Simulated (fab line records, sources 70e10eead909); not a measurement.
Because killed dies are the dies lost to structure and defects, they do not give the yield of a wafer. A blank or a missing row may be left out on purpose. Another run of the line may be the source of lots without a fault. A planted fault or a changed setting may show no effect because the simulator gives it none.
Matching of chambers / flow nand-harc / ald-metal-02 running NHARC_P_CONTACT_ALD_22: 4 sister chambers
The step deposits TiN, target thk 3 nm, pulse time 1 s, ald cycles 150. 24 wafers are shown with their chamber, then 12 later ones without.

== WAFERS WITH THEIR CHAMBER ==
wafer=L075.2; chamber=1; heater-power-w (W)=1139; heater-power-outer-w (W)=678; precursor-pulse-height-rel=1.007
wafer=L075.5; chamber=2; heater-power-w (W)=825; heater-power-outer-w (W)=555; precursor-pulse-height-rel=0.988
wafer=L075.6; chamber=3; heater-power-w (W)=1163; heater-power-outer-w (W)=711; precursor-pulse-height-rel=1.002
wafer=L077.2; chamber=3; heater-power-w (W)=1161; heater-power-outer-w (W)=718; precursor-pulse-height-rel=1.017
wafer=L077.3; chamber=0; heater-power-w (W)=1060; heater-power-outer-w (W)=686; precursor-pulse-height-rel=0.999
wafer=L077.4; chamber=1; heater-power-w (W)=1109; heater-power-outer-w (W)=674; precursor-pulse-height-rel=0.996
wafer=L079.1; chamber=3; heater-power-w (W)=1163; heater-power-outer-w (W)=719; precursor-pulse-height-rel=0.984
wafer=L079.3; chamber=1; heater-power-w (W)=1148; heater-power-outer-w (W)=695; precursor-pulse-height-rel=1.028
wafer=L079.6; chamber=0; heater-power-w (W)=1058; heater-power-outer-w (W)=702; precursor-pulse-height-rel=1.004
wafer=L081.1; chamber=0; heater-power-w (W)=1059; heater-power-outer-w (W)=694; precursor-pulse-height-rel=1.009
wafer=L081.3; chamber=3; heater-power-w (W)=1142; heater-power-outer-w (W)=704; precursor-pulse-height-rel=0.995
wafer=L081.5; chamber=1; heater-power-w (W)=1115; heater-power-outer-w (W)=674; precursor-pulse-height-rel=0.981
wafer=L083.1; chamber=2; heater-power-w (W)=820; heater-power-outer-w (W)=550; precursor-pulse-height-rel=1.006
wafer=L083.3; chamber=3; heater-power-w (W)=1160; heater-power-outer-w (W)=694; precursor-pulse-height-rel=0.971
wafer=L083.4; chamber=1; heater-power-w (W)=1163; heater-power-outer-w (W)=684; precursor-pulse-height-rel=1.045
wafer=L085.3; chamber=2; heater-power-w (W)=822; heater-power-outer-w (W)=540; precursor-pulse-height-rel=1.014
wafer=L085.5; chamber=0; heater-power-w (W)=1058; heater-power-outer-w (W)=696; precursor-pulse-height-rel=1.023
wafer=L085.6; chamber=1; heater-power-w (W)=1102; heater-power-outer-w (W)=688; precursor-pulse-height-rel=0.956
wafer=L087.1; chamber=2; heater-power-w (W)=805; heater-power-outer-w (W)=559; precursor-pulse-height-rel=0.970
wafer=L087.4; chamber=1; heater-power-w (W)=1137; heater-power-outer-w (W)=668; precursor-pulse-height-rel=0.995
wafer=L087.6; chamber=2; heater-power-w (W)=837; heater-power-outer-w (W)=551; precursor-pulse-height-rel=0.999
wafer=L089.4; chamber=1; heater-power-w (W)=1118; heater-power-outer-w (W)=663; precursor-pulse-height-rel=0.983
wafer=L089.5; chamber=1; heater-power-w (W)=1115; heater-power-outer-w (W)=676; precursor-pulse-height-rel=0.982
wafer=L089.6; chamber=0; heater-power-w (W)=1045; heater-power-outer-w (W)=721; precursor-pulse-height-rel=1.032

SIGNATURES, as means of the wafers listed above
reading=heater-power-w; chamber 0=1056.00; chamber 1=1127.33; chamber 2=821.80; chamber 3=1157.80; scatter within a chamber=14.7
reading=heater-power-outer-w; chamber 0=699.80; chamber 1=677.78; chamber 2=551.00; chamber 3=709.20; scatter within a chamber=10.3
reading=precursor-pulse-height-rel; chamber 0=1.01340; chamber 1=0.99700; chamber 2=0.99540; chamber 3=0.99380; scatter within a chamber=0.0211
Rule: a wafer's distance from a chamber is the root of the sum, over the readings, of the square of ((its reading less the chamber's mean) divided by the reading's scatter). The wafer belongs to the nearest chamber; if the next one is less than 2 further off, it can't be placed. The scatter: the root of (the sum of the squares of (reading less its chamber's mean) over the shown wafers, divided by (wafers less chambers)).

== WAFERS MISSING THEIR CHAMBER ==
wafer=L091.3; heater-power-w (W)=1102; heater-power-outer-w (W)=669; precursor-pulse-height-rel=1.005
wafer=L091.4; heater-power-w (W)=1036; heater-power-outer-w (W)=690; precursor-pulse-height-rel=0.999
wafer=L091.5; heater-power-w (W)=859; heater-power-outer-w (W)=554; precursor-pulse-height-rel=0.951
wafer=L092.1; heater-power-w (W)=825; heater-power-outer-w (W)=550; precursor-pulse-height-rel=0.985
wafer=L092.3; heater-power-w (W)=1125; heater-power-outer-w (W)=666; precursor-pulse-height-rel=0.969
wafer=L092.5; heater-power-w (W)=1050; heater-power-outer-w (W)=691; precursor-pulse-height-rel=0.983
wafer=L094.1; heater-power-w (W)=1111; heater-power-outer-w (W)=665; precursor-pulse-height-rel=1.022
wafer=L094.3; heater-power-w (W)=1111; heater-power-outer-w (W)=694; precursor-pulse-height-rel=0.998
wafer=L094.4; heater-power-w (W)=1059; heater-power-outer-w (W)=697; precursor-pulse-height-rel=1.002
wafer=L097.1; heater-power-w (W)=1078; heater-power-outer-w (W)=682; precursor-pulse-height-rel=0.976
wafer=L097.3; heater-power-w (W)=1048; heater-power-outer-w (W)=691; precursor-pulse-height-rel=1.012
wafer=L097.4; heater-power-w (W)=1076; heater-power-outer-w (W)=671; precursor-pulse-height-rel=1.003

== CHAMBER TAKEN BY EACH ==
wafer=L091.3; from the rows above=1; in truth=1
wafer=L091.4; from the rows above=0; in truth=0
wafer=L091.5; from the rows above=2; in truth=2
wafer=L092.1; from the rows above=2; in truth=2
wafer=L092.3; from the rows above=1; in truth=1
wafer=L092.5; from the rows above=0; in truth=0
wafer=L094.1; from the rows above=1; in truth=1
wafer=L094.3; from the rows above=can't be placed: 1 or 3 or 0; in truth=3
wafer=L094.4; from the rows above=0; in truth=0
wafer=L097.1; from the rows above=can't be placed: 0 or 1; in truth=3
wafer=L097.3; from the rows above=0; in truth=0
wafer=L097.4; from the rows above=can't be placed: 0 or 1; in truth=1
9 of 12 placed correctly. From these rows, 3 cannot be placed; in 2 the true chamber is one of the candidates. Wrongly placed: 0.
